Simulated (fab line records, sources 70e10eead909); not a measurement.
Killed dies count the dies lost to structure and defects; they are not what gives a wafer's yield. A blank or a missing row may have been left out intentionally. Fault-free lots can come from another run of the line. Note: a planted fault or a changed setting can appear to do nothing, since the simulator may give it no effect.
Which tool did it? | flow nandHarc | 72 wafers from 24 lots sampled at 6 of the route's 1302 steps

== WHAT THE GAUGES READ, wafer by wafer ==
No reading from a measuring or inspecting step in the record can be judged against a usual standard deviation.

== TOOL THAT RAN EACH LOT (tool first, then ch and the chambers of the sampled wafers, then the start) ==
lot  | NHARC_A_STAIRCASE_STRIP_254         | NHARC_A_STAIRCASE_HM_DEP_459 | NHARC_A_STAIRCASE_DEP_280       | NHARC_A_STAIRCASE_ETCH_294                   | NHARC_A_STAIRCASE_HM_OPEN_463                | NHARC_A_STAIRCASE_CMP_450
L074 | plasmaAsher-02 ch 0,1, day 16 01:42 | aclDep-01 ch 0, day 16 09:30 | pecvd-01 ch 0,1,2, day 16 11:22 | rieDiel-11 ch 0,1, day 18 18:56 or earlier   | rieDiel-05 ch 1,2,3, day 18 18:56 or earlier | cmp-04 ch 0,2,3, day 18 18:56
L075 | plasmaAsher-01 ch 0,1, day 16 11:19 | aclDep-02 ch 0, day 16 18:04 | pecvd-02 ch 0,1, day 16 19:57   | rieDiel-05 ch 2,3, day 18 18:47 or earlier   | rieDiel-11 ch 1,2,3, day 18 18:47 or earlier | cmp-01 ch 0,1,3, day 18 18:47
L076 | plasmaAsher-01 ch 0,1, day 16 21:10 | aclDep-02 ch 0, day 17 04:52 | pecvd-03 ch 0,1,2, day 17 06:26 | rieDiel-04 ch 1,2,3, day 19 10:39 or earlier | rieDiel-05 ch 1,2,3, day 19 10:39 or earlier | cmp-04 ch 0,1,3, day 19 10:39
L078 | plasmaAsher-01 ch 0, day 17 13:53   | aclDep-01 ch 0, day 18 01:52 | pecvd-03 ch 0,1, day 18 03:46   | rieDiel-04 ch 1,2, day 20 17:58 or earlier   | rieDiel-11 ch 0,2, day 20 17:58 or earlier   | cmp-03 ch 0,3, day 20 17:58
L077 | plasmaAsher-02 ch 0,1, day 17 17:05 | aclDep-03 ch 0, day 18 02:20 | pecvd-03 ch 0,1, day 18 03:58   | rieDiel-04 ch 0,1,2, day 20 17:57 or earlier | rieDiel-05 ch 0,3, day 20 17:57 or earlier   | cmp-01 ch 1,2,3, day 20 17:57
L079 | plasmaAsher-02 ch 0,1, day 18 12:12 | aclDep-02 ch 0, day 18 20:18 | pecvd-02 ch 0,1,2, day 18 21:35 | rieDiel-04 ch 2,3, day 21 03:12 or earlier   | rieDiel-04 ch 1,2, day 21 03:12 or earlier   | cmp-03 ch 0,1, day 21 03:12
L081 | plasmaAsher-01 ch 0,1, day 19 04:07 | aclDep-02 ch 0, day 19 16:49 | pecvd-03 ch 0,1,2, day 19 18:41 | rieDiel-05 ch 1,2,3, day 22 01:49 or earlier | rieDiel-11 ch 0,1,3, day 22 01:49 or earlier | cmp-01 ch 0,2,3, day 22 01:49
L080 | plasmaAsher-01 ch 0,1, day 19 05:37 | aclDep-01 ch 0, day 19 21:55 | pecvd-02 ch 0,1,2, day 19 22:56 | rieDiel-11 ch 1,2,3, day 22 10:25 or earlier | rieDiel-05 ch 0,3, day 22 10:25 or earlier   | cmp-03 ch 2,3, day 22 10:25
L082 | plasmaAsher-01 ch 0,1, day 19 11:07 | aclDep-02 ch 0, day 19 23:34 | pecvd-03 ch 0,2, day 20 00:52   | rieDiel-11 ch 0,1,2, day 22 10:37 or earlier | rieDiel-05 ch 0,1, day 22 10:37 or earlier   | cmp-03 ch 1,2, day 22 10:37
L083 | plasmaAsher-01 ch 0, day 19 21:32   | aclDep-02 ch 0, day 20 08:49 | pecvd-01 ch 0,1, day 20 10:44   | rieDiel-05 ch 2,3, day 22 20:07 or earlier   | rieDiel-05 ch 1,3, day 22 20:07 or earlier   | cmp-04 ch 1,2, day 22 20:07
L084 | plasmaAsher-01 ch 0,1, day 20 06:11 | aclDep-02 ch 0, day 20 19:32 | pecvd-01 ch 0,1,2, day 20 21:06 | rieDiel-04 ch 1,2,3, day 23 07:50 or earlier | rieDiel-05 ch 0,1,2, day 23 07:50 or earlier | cmp-03 ch 2,3, day 23 07:50
L085 | plasmaAsher-02 ch 0,1, day 20 18:07 | aclDep-02 ch 0, day 21 06:01 | pecvd-03 ch 0,1, day 21 07:35   | rieDiel-04 ch 1,2,3, day 23 22:14 or earlier | rieDiel-04 ch 0,1,2, day 23 22:14 or earlier | cmp-03 ch 0,1,3, day 23 22:14
L086 | plasmaAsher-01 ch 0,1, day 20 21:23 | aclDep-02 ch 0, day 21 13:02 | pecvd-02 ch 1,2, day 21 14:55   | rieDiel-05 ch 1,2,3, day 23 19:32 or earlier | rieDiel-05 ch 0,1,3, day 23 19:32 or earlier | cmp-03 ch 1,2,3, day 23 19:32
L087 | plasmaAsher-01 ch 0, day 20 21:37   | aclDep-01 ch 0, day 21 14:03 | pecvd-02 ch 0,1,2, day 21 15:37 | rieDiel-04 ch 0,1,3, day 23 18:20 or earlier | rieDiel-05 ch 0,2, day 23 18:20 or earlier   | cmp-03 ch 0,1,3, day 23 18:20
L088 | plasmaAsher-02 ch 0,1, day 22 22:14 | aclDep-01 ch 0, day 23 08:10 | pecvd-03 ch 0,2, day 23 09:45   | rieDiel-11 ch 2,3, day 25 15:59 or earlier   | rieDiel-05 ch 0,1,3, day 25 15:59 or earlier | cmp-01 ch 0,1, day 25 15:59
L089 | plasmaAsher-02 ch 0,1, day 22 23:58 | aclDep-02 ch 0, day 23 15:34 | pecvd-02 ch 1,2, day 23 16:50   | rieDiel-04 ch 1,2,3, day 25 15:41 or earlier | rieDiel-04 ch 0,2,3, day 25 15:41 or earlier | cmp-01 ch 0,1,3, day 25 15:41
L091 | plasmaAsher-01 ch 0,1, day 23 07:08 | aclDep-01 ch 0, day 23 16:41 | pecvd-02 ch 0,1,2, day 23 18:32 | rieDiel-05 ch 1,2,3, day 25 18:44 or earlier | rieDiel-04 ch 0,2,3, day 25 18:44 or earlier | cmp-01 ch 0,1,2, day 25 18:44
L090 | plasmaAsher-02 ch 0,1, day 23 08:14 | aclDep-03 ch 0, day 23 18:31 | pecvd-02 ch 0,1,2, day 23 20:23 | rieDiel-04 ch 1,3, day 25 19:01 or earlier   | rieDiel-11 ch 1,3, day 25 19:01 or earlier   | cmp-04 ch 0,2, day 25 19:01
L094 | plasmaAsher-02 ch 0,1, day 24 03:48 | aclDep-01 ch 0, day 24 17:38 | pecvd-02 ch 0,1,2, day 24 19:31 | rieDiel-11 ch 0,1,2, day 27 00:03 or earlier | rieDiel-05 ch 2,3, day 27 00:03 or earlier   | cmp-04 ch 0,1,3, day 27 00:03
L092 | plasmaAsher-02 ch 0,1, day 24 04:52 | aclDep-03 ch 0, day 24 17:51 | pecvd-02 ch 0,1,2, day 24 19:42 | rieDiel-04 ch 0,1,3, day 27 00:10 or earlier | rieDiel-04 ch 0,2,3, day 27 00:10 or earlier | cmp-03 ch 0,1,3, day 27 00:10
L093 | plasmaAsher-02 ch 0,1, day 24 08:31 | aclDep-01 ch 0, day 25 02:48 | pecvd-01 ch 1,2, day 25 04:10   | rieDiel-04 ch 0,2,3, day 27 19:04 or earlier | rieDiel-04 ch 1,2, day 27 19:04 or earlier   | cmp-04 ch 1,2, day 27 19:04
L096 | plasmaAsher-02 ch 0,1, day 24 22:58 | aclDep-03 ch 0, day 25 10:34 | pecvd-03 ch 1,2, day 25 12:28   | rieDiel-04 ch 0,1, day 28 07:24 or earlier   | rieDiel-11 ch 0,3, day 28 07:24 or earlier   | cmp-01 ch 0,2,3, day 28 07:24
L095 | plasmaAsher-02 ch 0,1, day 25 01:02 | aclDep-01 ch 0, day 25 11:01 | pecvd-02 ch 0,1, day 25 12:38   | rieDiel-05 ch 1,2,3, day 28 06:36 or earlier | rieDiel-11 ch 0,1,3, day 28 06:36 or earlier | cmp-04 ch 0,1,2, day 28 06:36
L097 | plasmaAsher-01 ch 1, day 25 16:59   | aclDep-03 ch 0, day 26 00:45 | pecvd-02 ch 0,1,2, day 26 03:04 | rieDiel-04 ch 0,1,3, day 28 13:57 or earlier | rieDiel-04 ch 1,3, day 28 13:57 or earlier   | cmp-04 ch 0,1,3, day 28 13:57
- NHARC_A_STAIRCASE_STRIP_254: strips in O2.
- NHARC_A_STAIRCASE_HM_DEP_459: deposits aC, target thk 1500 nm.
- NHARC_A_STAIRCASE_DEP_280: deposits SiON, target thk 30 nm.
- NHARC_A_STAIRCASE_ETCH_294: etches the open film in C4F8/O2/Ar, target depth 4989 nm, time 1211.6 s.
- NHARC_A_STAIRCASE_HM_OPEN_463: chemistry O2/COS.
- NHARC_A_STAIRCASE_CMP_450: polishes SiO2, target thk 200 nm.

== AS READ BY THE TOOLS THEMSELVES (means over the sampled wafers that have a number; for cases with no such wafer, the mark the record gives instead) ==
NHARC_A_STAIRCASE_STRIP_254.
lot  | tool           | drypumpMotorCurrentA (A) | heaterPowerW (W)
L074 | plasmaAsher-02 | 6.34                     | 368
L075 | plasmaAsher-01 | 6.09                     | 309
L076 | plasmaAsher-01 | 6.09                     | 309
L078 | plasmaAsher-01 | 5.85                     | 302
L077 | plasmaAsher-02 | 6.38                     | 363
L079 | plasmaAsher-02 | 6.36                     | 366
L081 | plasmaAsher-01 | 5.96                     | 302
L080 | plasmaAsher-01 | 5.97                     | 312
L082 | plasmaAsher-01 | 6.07                     | 308
L083 | plasmaAsher-01 | 5.86                     | 301
L084 | plasmaAsher-01 | 6.07                     | 308
L085 | plasmaAsher-02 | 6.34                     | 363
L086 | plasmaAsher-01 | 6.06                     | 310
L087 | plasmaAsher-01 | 5.88                     | 304
L088 | plasmaAsher-02 | 6.36                     | 362
L089 | plasmaAsher-02 | 6.36                     | 365
L091 | plasmaAsher-01 | 6.07                     | 316
L090 | plasmaAsher-02 | 6.35                     | 365
L094 | plasmaAsher-02 | 6.35                     | 366
L092 | plasmaAsher-02 | 6.33                     | 362
L093 | plasmaAsher-02 | 6.36                     | 363
L096 | plasmaAsher-02 | 6.34                     | 366
L095 | plasmaAsher-02 | 6.36                     | 365
L097 | plasmaAsher-01 | 6.16                     | 312

NHARC_A_STAIRCASE_HM_DEP_459.
lot  | tool      | throttleValvePct (%)
L074 | aclDep-01 | 34.999
L075 | aclDep-02 | 35.007
L076 | aclDep-02 | 34.999
L078 | aclDep-01 | 35.003
L077 | aclDep-03 | 34.999
L079 | aclDep-02 | 34.997
L081 | aclDep-02 | 35.004
L080 | aclDep-01 | 35.009
L082 | aclDep-02 | 35.006
L083 | aclDep-02 | 35.004
L084 | aclDep-02 | 35.006
L085 | aclDep-02 | 35.001
L086 | aclDep-02 | 34.996
L087 | aclDep-01 | 34.989
L088 | aclDep-01 | 34.992
L089 | aclDep-02 | 34.993
L091 | aclDep-01 | 34.994
L090 | aclDep-03 | 34.986
L094 | aclDep-01 | 34.995
L092 | aclDep-03 | 35.009
L093 | aclDep-01 | 34.997
L096 | aclDep-03 | 35.008
L095 | aclDep-01 | 35.003
L097 | aclDep-03 | 34.998

NHARC_A_STAIRCASE_DEP_280.
lot  | tool     | heaterPowerOuterW (W) | heaterPowerW (W)
L074 | pecvd-01 | 459                   | 788
L075 | pecvd-02 | 463                   | 729
L076 | pecvd-03 | 409                   | 713
L078 | pecvd-03 | 353                   | 608
L077 | pecvd-03 | 358                   | 622
L079 | pecvd-02 | 456                   | 724
L081 | pecvd-03 | 377                   | 658
L080 | pecvd-02 | 463                   | 712
L082 | pecvd-03 | 417                   | 750
L083 | pecvd-01 | 446                   | 780
L084 | pecvd-01 | 390                   | 681
L085 | pecvd-03 | 374                   | 642
L086 | pecvd-02 | 498                   | 790
L087 | pecvd-02 | 450                   | 718
L088 | pecvd-03 | 403                   | 733
L089 | pecvd-02 | 457                   | 738
L091 | pecvd-02 | 447                   | 708
L090 | pecvd-02 | 466                   | 730
L094 | pecvd-02 | 463                   | 734
L092 | pecvd-02 | 456                   | 714
L093 | pecvd-01 | 383                   | 669
L096 | pecvd-03 | 472                   | 802
L095 | pecvd-02 | 450                   | 706
L097 | pecvd-02 | 457                   | 734

NHARC_A_STAIRCASE_ETCH_294.
lot  | tool       | oesProductAu (a.u.) | rfVppV (V)
L074 | rieDiel-11 | 0.926               | 1821
L075 | rieDiel-05 | 0.923               | 1819
L076 | rieDiel-04 | 0.926               | 1820
L078 | rieDiel-04 | 0.932               | 1827
L077 | rieDiel-04 | 0.931               | 1826
L079 | rieDiel-04 | 0.931               | 1818
L081 | rieDiel-05 | 0.924               | 1819
L080 | rieDiel-11 | 0.931               | 1824
L082 | rieDiel-11 | 0.919               | 1818
L083 | rieDiel-05 | 0.942               | 1825
L084 | rieDiel-04 | 0.926               | 1819
L085 | rieDiel-04 | 0.937               | 1819
L086 | rieDiel-05 | 0.930               | 1820
L087 | rieDiel-04 | 0.932               | 1822
L088 | rieDiel-11 | 0.937               | 1821
L089 | rieDiel-04 | 0.923               | 1831
L091 | rieDiel-05 | 0.932               | 1817
L090 | rieDiel-04 | 0.929               | 1840
L094 | rieDiel-11 | 0.913               | 1816
L092 | rieDiel-04 | 0.938               | 1833
L093 | rieDiel-04 | 0.925               | 1830
L096 | rieDiel-04 | 0.932               | 1826
L095 | rieDiel-05 | 0.923               | 1818
L097 | rieDiel-04 | 0.934               | 1834

NHARC_A_STAIRCASE_HM_OPEN_463.
lot  | tool       | drypumpMotorCurrentA (A) | oesProductAu (a.u.) | rfVppV (V) | showerheadPlenumPTorr (Torr) | throttleValvePct (%)
L074 | rieDiel-05 | 5.8                      | 0.999               | 466.4      | 3.04                         | 28.326
L075 | rieDiel-11 | 5.6                      | 0.995               | 466.6      | 3.10                         | 28.324
L076 | rieDiel-05 | 5.8                      | 0.997               | 465.3      | 3.04                         | 28.333
L078 | rieDiel-11 | 5.8                      | 1.003               | 464.2      | 2.98                         | 28.342
L077 | rieDiel-05 | 6.4                      | 1.000               | 462.9      | 2.94                         | 28.338
L079 | rieDiel-04 | 5.6                      | 0.994               | 466.2      | 3.08                         | 28.332
L081 | rieDiel-11 | 5.8                      | 0.990               | 467.3      | 3.14                         | 28.329
L080 | rieDiel-05 | 6.4                      | 1.010               | 463.2      | 2.93                         | 28.332
L082 | rieDiel-05 | 6.2                      | 1.007               | 463.4      | 2.95                         | 28.327
L083 | rieDiel-05 | 5.5                      | 0.992               | 464.4      | 2.97                         | 28.336
L084 | rieDiel-05 | 6.1                      | 1.009               | 465.9      | 3.02                         | 28.325
L085 | rieDiel-04 | 6.0                      | 0.997               | 467.0      | 3.11                         | 28.324
L086 | rieDiel-05 | 5.9                      | 0.994               | 462.8      | 2.95                         | 28.334
L087 | rieDiel-05 | 6.4                      | 1.007               | 465.9      | 3.08                         | 28.335
L088 | rieDiel-05 | 5.9                      | 0.998               | 463.6      | 2.94                         | 28.329
L089 | rieDiel-04 | 5.9                      | 0.994               | 468.2      | 3.18                         | 28.327
L091 | rieDiel-04 | 5.9                      | 1.004               | 467.9      | 3.18                         | 28.331
L090 | rieDiel-11 | 5.7                      | 0.992               | 467.8      | 3.11                         | 28.329
L094 | rieDiel-05 | 6.1                      | 1.006               | 465.9      | 3.07                         | 28.335
L092 | rieDiel-04 | 5.9                      | 0.997               | 468.3      | 3.18                         | 28.327
L093 | rieDiel-04 | 5.7                      | 0.989               | 466.3      | 3.09                         | 28.331
L096 | rieDiel-11 | 6.0                      | 0.993               | 467.7      | 3.14                         | 28.335
L095 | rieDiel-11 | 5.8                      | 0.993               | 466.9      | 3.12                         | 28.332
L097 | rieDiel-04 | 5.7                      | 1.001               | 468.6      | 3.19                         | 28.328

NHARC_A_STAIRCASE_CMP_450.
lot  | tool   | motorCurrentA (A) | slurryFilterDpKPa (kPa)
L074 | cmp-04 | 11.1              | 13.46
L075 | cmp-01 | 11.8              | 13.41
L076 | cmp-04 | 10.9              | 13.55
L078 | cmp-03 | 12.0              | 13.41
L077 | cmp-01 | 10.9              | 13.38
L079 | cmp-03 | 11.3              | 13.51
L081 | cmp-01 | 11.1              | 13.50
L080 | cmp-03 | 12.6              | 13.39
L082 | cmp-03 | 11.1              | 13.46
L083 | cmp-04 | 11.8              | 13.44
L084 | cmp-03 | 12.8              | 13.66
L085 | cmp-03 | 11.2              | 13.43
L086 | cmp-03 | 11.8              | 13.46
L087 | cmp-03 | 11.0              | 13.51
L088 | cmp-01 | 11.5              | 13.49
L089 | cmp-01 | 11.5              | 13.40
L091 | cmp-01 | 11.9              | 13.52
L090 | cmp-04 | 11.0              | 13.48
L094 | cmp-04 | 10.6              | 13.60
L092 | cmp-03 | 11.1              | 13.56
L093 | cmp-04 | 11.9              | 13.53
L096 | cmp-01 | 11.5              | 13.49
L095 | cmp-04 | 11.7              | 13.56
L097 | cmp-04 | 10.3              | 13.61

== THE ANSWER, worked out from the rows above alone ==
Rule: usual is defined by the lots themselves. The widest of any qualifying gaps counts: lots, ordered by their means at a reading, are off when they make up no more than a third of the lots, leave a main group of 4 or more, and stand apart from it by 3 or more times the standard deviation of that group's means. A main group whose means are all the same, to the digits that the tables above print for the reading, isn't used. Also off: a lot with no number at a reading for which 4 or more lots have one. Any other lot the step has rows for is counted as sound. The gauges are gone through in route order, then the tools' own readings, and for those a lot's mean is taken as printed above. At the first step where some lot is off, the reading lying furthest off is the one used; lots without a number count as furthest.
Across all readings shown, no lot is off: no conclusion can be drawn from this.

== WHAT HAD BEEN PUT IN BY THE SIMULATOR ==
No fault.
